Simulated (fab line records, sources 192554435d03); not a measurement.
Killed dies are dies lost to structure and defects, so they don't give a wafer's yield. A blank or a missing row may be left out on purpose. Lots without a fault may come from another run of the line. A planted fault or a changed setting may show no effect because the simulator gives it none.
fab line records | flow n5_finfet
record lots=10 wafers=30 last_day=19
route steps=1938 shown BEOL_M12@1636 PASSIVATION@1936
lots that met no fault: from a run of the same line without faults
start_h: hours from the record's first day to the start of the lot's first wafer shown | wait_h: hours since the lot's step before | " the same as in the row above | L1.1+2: a row that stands for several wafers | - no value, or no start given | * or withheld: withheld | < > ~ a bound
route shown NAME@n: a module of which the file shows steps, and the number in the route of the first | usual: mean/standard deviation of fault-free wafers | same: alike in all rows | chamber/n: place in a boat | sites: the reading at each site | _std_site: their standard deviation | _edge_site: outer sites' mean less inner sites' | radius_mm: how far each site lies from the wafer's centre | mask NAME#n: copy n | behind: the tool/chamber that last shaped the wafer | hold: why the lot was held/for how many hours/how that ended | device: the transistor (n, p or np) that didn't switch | end of line: the same wafers' tests at the end of the route | a step without rows: its recipe alone | killed: dies lost to structure and defects at the first sort, not the wafer's yield | map: a wafer's dies, x killed, . not, _ none there
set.NAME: the setting as run; set.NAME@STEP: as run at that earlier step | model.NAME: the simulator's own value behind a step, which no gauge read
steps of the route over a sample of lots; a table a step, a row a wafer
services: from which hour (start_h, from the record's first day; less than 0 if before it) a tool's chamber was out of use, for how many hours, and why
## steps
# step N5_BEOL_M12_ETCH_67
# recipe chemistry=CF4 target=SiARC target_depth_a=1430 time_s=238.3 ion_energy_ev=80 pressure_mtorr=40 source_w=545 bias_w=36 Ar_flow_sccm=100 cf4_flow_sccm=100 ends=cleared
# usual chamber_pressure_mTorr=40.00/0.035 drypump_motor_current_A=5.7/0.33 etch_rf_on_time_s=236.4/2.5 oes_product_au=0.68/0.07 rf_vpp_V=184.0/1.1 showerhead_plenum_p_Torr=2.13/0.064 throttle_valve_pct=15.49/0.14
# columns lot.wafer tool chamber start_h wait_h chamber_pressure_mTorr drypump_motor_current_A etch_rf_on_time_s oes_product_au rf_hours_counter_h rf_vpp_V showerhead_plenum_p_Torr throttle_valve_pct
L430.2 rie_diel-01 0 226.68 0.0 39.97 5.2 230.6 0.81 16 183.4 2.10 15.41
L430.3 " 1 " " 39.95 5.6 237.2 0.58 246 184.1 2.11 16.13
L430.5 " 3 " " 39.91 6.4 234.0 0.78 - 183.1 2.10 15.34
L431.3 rie_diel-02 2 239.69 0.0 40.05 5.7 234.4 0.72 62 182.7 2.08 15.34
L431.5 " 3 " " 39.96 5.2 235.2 0.61 - 183.7 2.21 15.58
L431.6 " 0 " " 40.02 5.9 234.0 0.61 - 184.6 2.21 15.43
L434.1 rie_diel-06 0 261.33 0.0 39.98 5.3 235.8 0.69 82 185.9 2.25 15.50
L434.3 " 3 " " 40.03 6.2 236.7 0.87 0 187.0 2.28 15.29
L434.5 " 2 " " 39.98 5.7 235.7 0.74 - 182.8 2.09 15.41
L436.1 rie_diel-02 3 264.07 0.0 39.99 5.2 233.5 0.61 218 184.5 2.20 15.59
L436.3 " 1 " " 40.06 5.8 235.3 0.73 50 183.1 2.09 15.40
L436.4 " 2 " " 40.05 5.6 232.6 0.72 71 183.6 2.08 15.37
L438.1 rie_diel-06 1 291.89 0.0 39.91 5.6 240.5 0.61 210 183.4 2.12 15.58
L438.3 " 0 " " 40.01 5.3 235.4 0.67 91 186.0 2.25 15.53
L438.4 " 2 " " 39.99 5.7 235.7 0.72 - 183.7 2.09 15.43
L439.1 rie_diel-02 3 303.40 0.0 40.02 5.2 234.8 0.59 232 184.6 2.20 15.61
L439.3 " 2 " " 39.98 5.6 233.3 0.70 82 182.3 2.08 15.40
L439.6 " 0 " " 39.98 5.9 236.3 0.59 - 186.2 2.20 15.48
L440.1 rie_diel-02 0 311.98 0.0 40.02 5.9 235.6 0.59 213 183.8 2.20 15.48
L440.3 " 3 " " 40.00 5.2 238.3 0.60 234 185.2 2.20 15.62
L440.4 " 1 " " 40.00 5.9 239.4 0.71 66 182.1 2.09 15.42
L445.3 rie_diel-01 1 334.54 0.0 40.02 5.5 237.8 0.76 24 183.0 2.10 15.69
L445.5 " 0 " " 39.98 5.2 233.5 0.76 - 182.2 2.09 15.48
L445.6 " 1 " " 40.00 5.5 239.0 0.76 - 182.1 2.10 15.69
L448.1 rie_diel-02 1 350.92 0.0 39.97 5.9 239.7 0.69 80 182.2 2.08 15.45
L448.2 " 3 " " 40.00 5.2 239.4 0.59 246 185.4 2.19 15.64
L448.6 " 0 " " 39.96 5.9 237.1 0.58 - 185.7 2.20 15.51
L453.2 rie_diel-01 0 402.22 0.0 39.96 5.2 234.5 0.71 78 183.0 2.08 15.54
L453.5 " 1 " " 39.99 5.5 237.0 0.73 - 185.3 2.09 15.74
L453.6 " 2 " " 40.00 5.7 239.3 0.66 - 183.0 2.06 15.33
# step N5_BEOL_M12_OCD_MEAS_35
# usual trench_depth_nm=320/3.2
# columns lot.wafer tool chamber start_h wait_h trench_depth_nm
L430.2 ocd-01 - 227.17 0.0 323
L430.3 " - " " 312
L430.5 " - " " 321
L431.3 ocd-02 - 240.17 0.0 325
L431.5 " - " " 318
L431.6 " - " " 323
L434.1 ocd-01 - 261.81 0.0 319
L434.3 " - " " 318
L434.5 " - " " 321
L436.1 ocd-02 - 264.55 0.0 316
L436.3 " - " " 320
L436.4 " - " " 319
L438.1 ocd-01 - 292.38 0.0 316
L438.3 " - " " 321
L438.4 " - " " 322
L439.1 ocd-01 - 303.88 0.0 317
L439.3 " - " " 321
L439.6 " - " " 318
L440.1 ocd-01 - 312.47 0.0 314
L440.3 " - " " 315
L440.4 " - " " 318
L445.3 ocd-02 - 335.02 0.0 320
L445.5 " - " " 321
L445.6 " - " " 321
L448.1 ocd-01 - 351.40 0.0 318
L448.2 " - " " 315
L448.6 " - " " 315
L453.2 ocd-01 - 402.70 0.0 320
L453.5 " - " " 317
L453.6 " - " " 317
# step N5_BEOL_M12_SPUTTER_44
# recipe material=Ta target_thk_a=100 temp_c=50 bias_v=80 power_w=15000 chamber_pressure_pa=0.07 time_s=16.13
# usual cathode_dc_power_W=15000/2.8 throttle_valve_pct=29.5/0.97
# columns lot.wafer tool chamber start_h wait_h cathode_dc_power_W throttle_valve_pct
L430.2 pvd_sputter-01 - 228.04 0.0 14997 30.4
L430.3 " - " " 15007 28.7
L430.5 " - " " 14997 29.7
L431.3 pvd_sputter-03 - 241.15 0.0 15000 29.6
L431.5 " - " " 14997 29.5
L431.6 " - " " 14997 29.5
L434.1 pvd_sputter-01 - 262.48 0.0 14999 30.0
L434.3 " - " " 14998 29.5
L434.5 " - " " 14998 28.4
L436.1 pvd_sputter-02 - 267.37 0.1 15001 30.0
L436.3 " - " " 14997 27.8
L436.4 " - " " 14994 29.8
L438.1 pvd_sputter-01 - 300.26 0.0 15001 29.5
L438.3 " - " " 13205 28.5
L438.4 " - " " 14999 30.3
L439.1 pvd_sputter-02 - 306.71 0.0 15004 30.0
L439.3 " - " " 15000 29.7
L439.6 " - " " 14998 29.8
L440.1 pvd_sputter-01 - 313.16 0.0 14999 29.8
L440.3 " - " " 13207 28.5
L440.4 " - " " 15008 29.9
L445.3 pvd_sputter-03 - 336.76 0.0 14997 29.9
L445.5 " - " " 14999 29.5
L445.6 " - " " 15003 29.4
L448.1 pvd_sputter-03 - 354.44 0.0 14999 29.4
L448.2 " - " " 14998 29.7
L448.6 " - " " 15001 29.4
L453.2 pvd_sputter-03 - 403.91 0.0 14999 32.1
L453.5 " - " " 14997 29.7
L453.6 " - " " 15002 29.6
# step N5_BEOL_M12_CMP_49
# recipe stop_on=SiOC t_overpolish_s=20.6 down_force_psi=1 platen_rpm=50 clearing_platen_down_force_psi=1.5 clearing_platen_rpm=50 post_cmp_clean=cu_alkaline target_thk_nm=320 clearing_platen_pad_velocity_m_s=0.99484 pad_velocity_m_s=0.99484
# usual barrier_field_endpoint_s=30.2/0.64 motor_current_A=5.9/0.62
# columns lot.wafer tool chamber start_h wait_h barrier_field_endpoint_s motor_current_A
L430.3 cmp-01 0 228.97 0.2 30.3 6.8
L430.2 " 3 " " 30.7 6.0
L430.5 " 0 " " 30.5 6.9
L431.3 cmp-01 1 241.87 0.2 30.3 6.0
L431.6 " 3 " " 31.1 5.9
L431.5 " 0 " " 29.9 6.4
L434.3 cmp-01 3 263.44 0.4 30.5 5.8
L434.1 " 0 " " 30.7 6.9
L434.5 " 3 " " 30.9 5.9
L436.3 cmp-01 1 268.32 0.3 30.9 6.2
L436.1 " 2 " " 30.6 6.7
L436.4 " 0 " " 30.5 6.6
L438.4 cmp-04 0 300.90 0.1 29.5 5.3
L438.1 " 2 " " 28.9 5.7
L438.3 " 3 " " 28.1 4.6
L439.1 cmp-01 0 307.38 0.3 30.4 6.5
L439.3 " 2 " " 30.9 6.3
L439.6 " 3 " " 30.4 5.8
L440.1 cmp-01 3 313.84 0.3 30.6 6.0
L440.4 " 1 " " 30.1 6.2
L440.3 " 2 " " 28.2 6.8
L445.3 cmp-04 3 337.44 0.2 29.6 5.0
L445.5 " 2 " " 29.7 5.6
L445.6 " 3 " " 29.2 5.0
L448.2 cmp-01 0 355.32 0.2 29.1 6.6
L448.1 " 1 " " 29.8 6.2
L448.6 " 0 " " 29.1 6.4
L453.2 cmp-01 1 404.68 0.3 29.8 5.8
L453.6 " 2 " " 30.5 6.5
L453.5 " 3 " " 30.0 5.8
# step N5_BEOL_M12_THK_MEAS_50
# recipe thk_meas_gauge=xrf reads=Cu_of_BEOL_M12_ECD_47
# usual M12_THK=323/4.3
# columns lot.wafer tool chamber start_h wait_h M12_THK[nm]
L430.2 film_metro-01 - 229.27 - 325
L430.3 " - " " 316
L430.5 " - " " 325
L431.3 film_metro-01 - 242.09 - 324
L431.5 " - " " 318
L431.6 " - " " 323
L434.1 film_metro-02 - 263.70 - 320
L434.3 " - " " 321
L434.5 " - " " 324
L436.1 film_metro-02 - 268.62 - 317
L436.3 " - " " 323
L436.4 " - " " 322
L438.1 film_metro-01 - 301.20 - 321
L438.3 " - " " 327
L438.4 " - " " 329
L439.1 film_metro-02 - 307.64 - 322
L439.3 " - " " 326
L439.6 " - " " 321
L440.1 film_metro-02 - 314.13 - 319
L440.3 " - " " 319
L440.4 " - " " 323
L445.3 film_metro-01 - 337.70 - 316
L445.5 " - " " 320
L445.6 " - " " 320
L448.1 film_metro-01 - 355.61 - 320
L448.2 " - " " 318
L448.6 " - " " 317
L453.2 film_metro-02 - 404.86 - 326
L453.5 " - " " 321
L453.6 " - " " 323
# step N5_PASSIVATION_PROBE_49
# usual defect_limited_yield=90.9/1.3 killed_at_M0_to_M3=35/10 killed_at_M4_up=15/5.7 killed_at_contacts=14/6.4 killed_at_front_end=40/11 killed_at_other=4/3.1 killed_dies=108/16 killed_open=71/11 killed_short=34/7.7 sort_bin_5_function=5.4/0.9 sort_bin_6_memory=3.4/0.61 sort_n_pass=1072/16 sort_yield_pct=90.9/1.3
# same gross_dies=1180 killed_at_back_side=0 sort_bin_4_leakage[%]=0 sort_bin_8_speed[%]=0
# columns lot.wafer tool chamber start_h wait_h defect_limited_yield[%] killed_at_M0_to_M3 killed_at_M4_up killed_at_contacts killed_at_front_end killed_at_other killed_dies killed_open killed_short sort_bin_5_function[%] sort_bin_6_memory[%] sort_n_pass sort_yield_pct[%]
L431.3 prober-01 - 285.59 0.1 93.1 26 22 8 23 2 81 62 18 4.3 2.3 1099 93.1
L431.5 prober-01 - 285.69 0.2 91.0 30 18 15 35 8 106 64 42 5.4 3.3 1074 91.0
L431.6 prober-01 - 285.74 0.3 92.5 28 25 14 22 0 89 64 24 4.2 3.1 1091 92.5
L436.1 prober-01 - 299.79 0.0 90.2 31 13 31 31 10 116 73 39 5.4 3.7 1064 90.2
L436.3 prober-01 - 299.89 0.1 90.7 18 10 27 44 11 110 66 44 4.9 3.8 1070 90.7
L436.4 prober-01 - 299.94 0.2 92.4 18 5 23 42 2 90 57 29 4.5 2.3 1090 92.4
L434.1 prober-02 - 315.94 0.0 89.5 45 19 13 44 3 124 87 35 5.7 4.6 1056 89.5
L434.3 prober-02 - 316.04 0.1 93.1 27 9 9 33 4 82 50 32 4.7 2.3 1098 93.1
L434.5 prober-02 - 316.14 0.2 91.4 34 14 10 39 4 101 72 28 5.1 3.3 1079 91.4
L439.1 prober-02 - 337.86 0.0 91.1 63 8 2 30 2 105 66 39 6.0 2.5 1075 91.1
L439.3 prober-02 - 337.96 0.1 90.2 29 13 10 63 1 116 76 34 5.1 3.8 1064 90.2
L439.6 prober-02 - 338.11 0.3 90.5 51 15 8 36 2 112 77 35 5.7 3.3 1068 90.5
L440.1 prober-02 - 354.88 0.0 91.0 35 3 16 44 8 106 76 30 5.3 3.5 1074 91.0
L440.3 prober-02 - 354.98 0.1 90.1 31 12 11 62 1 117 81 35 5.5 4.1 1063 90.1
L440.4 prober-02 - 355.03 0.2 90.6 44 9 4 52 2 111 71 38 5.9 3.0 1069 90.6
L445.3 prober-01 - 375.15 0.1 93.7 28 14 9 20 3 74 48 26 3.8 2.3 1106 93.7
L445.5 prober-01 - 375.25 0.2 91.7 43 11 12 28 4 98 68 29 4.1 4.0 1082 91.7
L445.6 prober-01 - 375.30 0.3 91.3 34 16 20 32 1 103 76 26 5.9 2.7 1077 91.3
# killed by level:class
L431.3 BEOL_M4:geometric_particle:open=12 BEOL_M2:geometric_particle:short=8 FIN_SAQP:geometric_particle:open=7 MOL_CONTACT_COAG:geometric_particle:open=6 STARTING-WAFER:geometric_particle:open=5 BEOL_M0:geometric_particle:open=4 BEOL_M2:geometric_particle:open=4 BEOL_M3:geometric_particle:open=4
L431.5 MOL_CONTACT_COAG:geometric_particle:open=13 FIN_SAQP:geometric_particle:short=10 FIN_SAQP:geometric_particle:open=9 BEOL_M4:geometric_particle:open=8 STI_FIN_REVEAL:geometric_particle:open=5 BEOL_M1:geometric_particle:open=5 BEOL_M1:geometric_particle:short=5 BEOL_M2:geometric_particle:open=5
L431.6 BEOL_M4:geometric_particle:open=10 STI_FIN_REVEAL:geometric_particle:open=9 MOL_CONTACT_COAG:geometric_particle:open=9 BEOL_M1:geometric_particle:open=9 BEOL_M2:geometric_particle:open=7 MOL_CONTACT_COAG:geometric_particle:short=5 BEOL_M4:geometric_particle:short=5 STI_FIN_REVEAL:geometric_particle:short=4
L436.1 MOL_CONTACT_COAG:geometric_particle:open=23 MOL_CONTACT_COAG:geometric_particle:short=8 BEOL_M0_SAQP:geometric_particle:short=7 FIN_SAQP:geometric_particle:open=6 BEOL_M1:geometric_particle:open=6 FIN_SAQP:geometric_particle:short=5 BEOL_M4:geometric_particle:open=5 BEOL_M0_SAQP:geometric_particle:open=4
L436.3 MOL_CONTACT_COAG:geometric_particle:open=21 FIN_SAQP:geometric_particle:short=17 FIN_SAQP:geometric_particle:open=6 STI_FIN_REVEAL:geometric_particle:open=6 MOL_CONTACT_COAG:geometric_particle:short=6 BEOL_M4:geometric_particle:open=6 BEOL_M3:geometric_particle:open=5 PASS1_CAP:geometric_particle:short=5
L436.4 MOL_CONTACT_COAG:geometric_particle:open=19 FIN_SAQP:geometric_particle:open=7 STI_FIN_REVEAL:geometric_particle:open=7 FIN_SAQP:geometric_particle:short=6 MOL_CONTACT_COAG:geometric_particle:short=4 BEOL_M1:geometric_particle:open=4 STARTING-WAFER:geometric_particle:short=4 HKMG_FIN:area_etch=4
L434.1 FIN_SAQP:geometric_particle:open=14 BEOL_M0_SAQP:geometric_particle:short=14 BEOL_M0_SAQP:geometric_particle:open=12 MOL_CONTACT_COAG:geometric_particle:open=11 STI_FIN_REVEAL:geometric_particle:open=9 FIN_SAQP:geometric_particle:short=8 BEOL_M4:geometric_particle:open=8 BEOL_M2:geometric_particle:open=7
L434.3 BEOL_M0_SAQP:geometric_particle:short=10 MOL_CONTACT_COAG:geometric_particle:open=8 FIN_SAQP:geometric_particle:open=7 BEOL_M0_SAQP:geometric_particle:open=7 STI_FIN_REVEAL:geometric_particle:open=5 STARTING-WAFER:geometric_particle:short=5 FIN_SAQP:geometric_particle:short=4 BEOL_M3:geometric_particle:open=4
L434.5 BEOL_M0_SAQP:geometric_particle:open=14 FIN_SAQP:geometric_particle:open=11 MOL_CONTACT_COAG:geometric_particle:open=9 BEOL_M0_SAQP:geometric_particle:short=9 BEOL_M1:geometric_particle:open=9 FIN_SAQP:geometric_particle:short=6 STI_FIN_REVEAL:geometric_particle:open=5 BEOL_M4:geometric_particle:open=5
L439.1 BEOL_M3:geometric_particle:open=19 BEOL_M0_SAQP:geometric_particle:open=14 BEOL_M0_SAQP:geometric_particle:short=9 FIN_SAQP:geometric_particle:short=8 STI_FIN_REVEAL:geometric_particle:open=6 BEOL_M1:geometric_particle:open=5 BEOL_M0:geometric_particle:short=4 BEOL_M2:geometric_particle:open=4
L439.3 STI_FIN_REVEAL:geometric_particle:open=15 FIN_SAQP:geometric_particle:open=11 FIN_SAQP:geometric_particle:short=10 BEOL_M1:geometric_particle:open=10 GATE_CUT:geometric_particle:short=9 MOL_CONTACT_COAG:geometric_particle:open=9 BEOL_M3:geometric_particle:open=7 HKMG_FIN:area_etch=6
L439.6 STI_FIN_REVEAL:geometric_particle:open=11 BEOL_M0_SAQP:geometric_particle:open=10 FIN_SAQP:geometric_particle:short=9 BEOL_M1:geometric_particle:open=9 FIN_SAQP:geometric_particle:open=8 BEOL_M4:geometric_particle:open=8 BEOL_M2:geometric_particle:open=7 MOL_CONTACT_COAG:geometric_particle:open=7
L440.1 MOL_CONTACT_COAG:geometric_particle:open=16 FIN_SAQP:geometric_particle:short=11 STI_FIN_REVEAL:geometric_particle:open=11 BEOL_M3:geometric_particle:open=9 BEOL_M0_SAQP:geometric_particle:short=6 BEOL_M0_SAQP:geometric_particle:open=6 FIN_SAQP:geometric_particle:open=5 BEOL_M0:geometric_particle:open=5
L440.3 FIN_SAQP:geometric_particle:open=20 FIN_SAQP:geometric_particle:short=14 BEOL_M4:geometric_particle:open=9 BEOL_M2:geometric_particle:open=9 MOL_CONTACT_COAG:geometric_particle:open=8 BEOL_M3:geometric_particle:open=6 GATE_CUT:geometric_particle:open=5 BEOL_M0_SAQP:geometric_particle:short=5
L440.4 FIN_SAQP:geometric_particle:open=15 STI_FIN_REVEAL:geometric_particle:open=10 BEOL_M0_SAQP:geometric_particle:short=10 BEOL_M2:geometric_particle:open=10 FIN_SAQP:geometric_particle:short=7 BEOL_M1:geometric_particle:open=7 BEOL_M3:geometric_particle:open=7 GATE_CUT:geometric_particle:short=6
L445.3 BEOL_M2:geometric_particle:open=9 MOL_CONTACT_COAG:geometric_particle:open=8 BEOL_M1:geometric_particle:open=5 STI_FIN_REVEAL:geometric_particle:open=4 BEOL_M0_SAQP:geometric_particle:open=4 BEOL_M3:geometric_particle:open=4 STARTING-WAFER:geometric_particle:short=4 FIN_SAQP:geometric_particle:short=3
L445.5 MOL_CONTACT_COAG:geometric_particle:open=11 BEOL_M1:geometric_particle:open=9 BEOL_M2:geometric_particle:open=9 BEOL_M3:geometric_particle:open=8 STI_FIN_REVEAL:geometric_particle:open=7 BEOL_M0_SAQP:geometric_particle:short=6 DUMMY_GATE:geometric_particle:open=5 BEOL_M0_SAQP:geometric_particle:open=5
L445.6 MOL_CONTACT_COAG:geometric_particle:open=15 STI_FIN_REVEAL:geometric_particle:open=10 BEOL_M4:geometric_particle:open=9 BEOL_M1:geometric_particle:open=7 BEOL_M2:geometric_particle:open=7 BEOL_M3:geometric_particle:open=7 FIN_SAQP:geometric_particle:short=6 FIN_SAQP:geometric_particle:open=5
## services
# columns tool chamber start_h hours kind
rie_diel-02 0 212.15 22.1 repair
cmp-01 - 215.29 4.0 pm
rie_diel-06 3 215.95 2.9 repair
cmp-01 - 219.29 - consumable_replace:conditioner
cmp-01 - 219.29 - consumable_replace:pad
cmp-01 - 221.98 3.3 repair
cmp-01 - 241.36 0.4 repair
cmp-01 - 248.38 7.0 repair
cmp-04 - 249.36 3.8 repair
cmp-04 - 260.25 4.0 pm
rie_diel-02 2 281.00 6.7 repair
rie_diel-01 2 307.95 1.8 repair
cmp-04 - 320.93 0.4 repair
cmp-04 - 326.12 0.6 repair
cmp-04 - 349.13 2.2 repair
cmp-01 - 350.53 0.4 repair
rie_diel-06 0 360.39 6.0 repair
rie_diel-02 3 362.31 - clean
rie_diel-02 3 362.31 - consumable_replace:focus_ring
rie_diel-02 3 362.31 18.8 scheduled_down
rie_diel-01 1 371.83 1.8 repair
cmp-01 - 388.20 2.8 pm
pvd_sputter-02 - 391.44 2.1 repair
cmp-04 - 397.52 10.1 pm
## key
first_sign step=N5_BEOL_M12_SPUTTER_44 reading=cathode_dc_power_W direction=down sigmas=99+ usual=* struck=*
effect step=N5_BEOL_M12_CMP_49 reading=barrier_field_endpoint_s direction=down sigmas=3.1 usual=30.2 struck=28.2
met_at N5_BEOL_M12_SPUTTER_44
struck_lots L438,L440
struck_wafers L438.3,L440.3
not_acting_at N5_BEOL_M12_ETCH_67,N5_BEOL_M12_OCD_MEAS_35,N5_BEOL_M12_THK_MEAS_50
onset_between 262.48 300.26
fault kind=process_parameter_drift tool=pvd_sputter-01 chamber=- onset_h=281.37 steps=N5_BEOL_M12_SPUTTER_44 channel=power_w offset=* shape=step end_h=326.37 acts_in=* stated=* scope=struck_wafers_only
